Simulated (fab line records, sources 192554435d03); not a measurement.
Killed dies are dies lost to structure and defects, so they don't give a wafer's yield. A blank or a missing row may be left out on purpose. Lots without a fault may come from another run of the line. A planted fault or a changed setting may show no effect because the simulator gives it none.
A struck lot beside a sound one | flow n5_finfet | 15 steps out of a route of 1938
Sound: wafers L651.2, L651.4, L651.5. Struck: wafers L660.1, L660.3, L660.5. The cause comes at the end.
At each step with rows: each side's tool, then ch and its chambers, then its first start. Under that, the readings that differ: sound wafers | struck wafers | difference of the means | sigmas: that difference in standard deviations of wafers without a fault.
alike: readings whose means differ by less than 2 such deviations, and words and numbers that are the same on both sides. not compared: withheld readings, readings that some wafer has no value for, bounds like >300 that may hide the same value, and numbers for which the record gives no deviation and whose values overlap.
The two part at a step that has a row with sigmas, a row that says differs or no value, or rows on one side only. Numbers that don't overlap but have no deviation are shown without sigmas and don't part them. A reading that every wafer of one side lacks parts them only if that side has two wafers or more.

first, 7 steps without rows for these wafers: N5_PASSIVATION_COAT_04; N5_PASSIVATION_EBR_06; N5_PASSIVATION_SOFTBAKE_05 (time 90 s); N5_PASSIVATION_EXPOSE_07 (exposes mask TV, defocus 0 nm, target cd 3000 nm); N5_PASSIVATION_PEB_08; N5_PASSIVATION_DEVELOP_09 (develop time 60 s); N5_PASSIVATION_HARDBAKE_11 (time 120 s).
N5_PASSIVATION_CD_MEAS_10: target cd 3000 nm.
  sound on cd_sem-02 ch 0, day 14 00:47; struck on cd_sem-03 ch 0, day 17 02:06
  alike: cd_nm
N5_PASSIVATION_OVL_MEAS_60:
  sound on overlay-02 ch 0, day 14 00:49; struck on overlay-02 ch 0, day 17 02:08
  alike: TV_OVL
N5_PASSIVATION_INSPECT_61: inspects for defects (macro).
  sound on defect_inspect-02, day 14 00:50; struck on defect_inspect-01, day 17 02:10
  alike: raw_defect_count
N5_PASSIVATION_DESCUM_12: chemistry O2, time 7.9 s.
  sound on rie_diel-03 ch 0,3, day 14 01:01; struck on rie_diel-01 ch 0,1,3, day 17 02:15
  alike: drypump_motor_current_A, oes_product_au, rf_vpp_V, showerhead_plenum_p_Torr, throttle_valve_pct
  not compared: rf_hours_counter_h
N5_PASSIVATION_PASS_ETCH_74: etches SiNx in CF4/O2, target depth 220 nm, time 110 s.
  sound on rie_diel-03 ch 0,3, day 14 01:05; struck on rie_diel-01 ch 0,1,3, day 17 02:19
  alike: drypump_motor_current_A, oes_f_703_au, oes_product_au, rf_fwd_power_W, rf_vpp_V, showerhead_plenum_p_Torr, throttle_valve_pct
  not compared: rf_hours_counter_h
N5_PASSIVATION_VIA_ETCH_13: etches SiO2 in CHF3/O2, target depth 660 nm, time 330 s.
  sound on rie_diel-03 ch 0,3, day 14 01:10; struck on rie_diel-01 ch 0,1,3, day 17 02:25
  reading               | sound             | struck            | difference | sigmas
  etch_rf_on_time_s (s) | 236 236 248       | 215 217 220       | -23        | -4
  oes_f_703_au (a.u.)   | 0.71 0.77 0.70    | 1.14 1.07 0.90    | +0.31      | +3
  rf_fwd_power_W (W)    | 647.2 649.0 647.9 | 803.4 804.7 799.1 | +154.4     | +86
  rf_vpp_V (V)          | 536 515 535       | 459 464 465       | -66        | -4
  alike: drypump_motor_current_A, oes_product_au, showerhead_plenum_p_Torr, throttle_valve_pct
  not compared: rf_hours_counter_h
N5_PASSIVATION_STRIP_14: strips in O2.
  sound on rie_diel-03 ch 0,3, day 14 01:22; struck on rie_diel-01 ch 0,1,3, day 17 02:36
  alike: drypump_motor_current_A, oes_product_au, rf_vpp_V, showerhead_plenum_p_Torr, throttle_valve_pct
  not compared: rf_hours_counter_h
N5_PASSIVATION_PROBE_49:
  sound on prober-02, day 14 07:54; struck on prober-01, day 17 09:20
  alike: defect_limited_yield, killed_at_M0_to_M3, killed_at_M4_up, killed_at_contacts, killed_at_front_end, killed_at_other, killed_dies, killed_open, killed_short, sort_bin_5_function, sort_bin_6_memory, sort_bin_8_speed, sort_n_pass, sort_yield_pct

WHERE THEY PART
Only at N5_PASSIVATION_VIA_ETCH_13, within this record. Later steps at which nothing parts them and some readings are alike: N5_PASSIVATION_STRIP_14, N5_PASSIVATION_PROBE_49.

WHY: what the simulator had put in
Process parameter drift: rie_diel-01, from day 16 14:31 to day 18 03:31, at N5_PASSIVATION_VIA_ETCH_13. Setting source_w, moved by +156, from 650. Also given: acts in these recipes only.
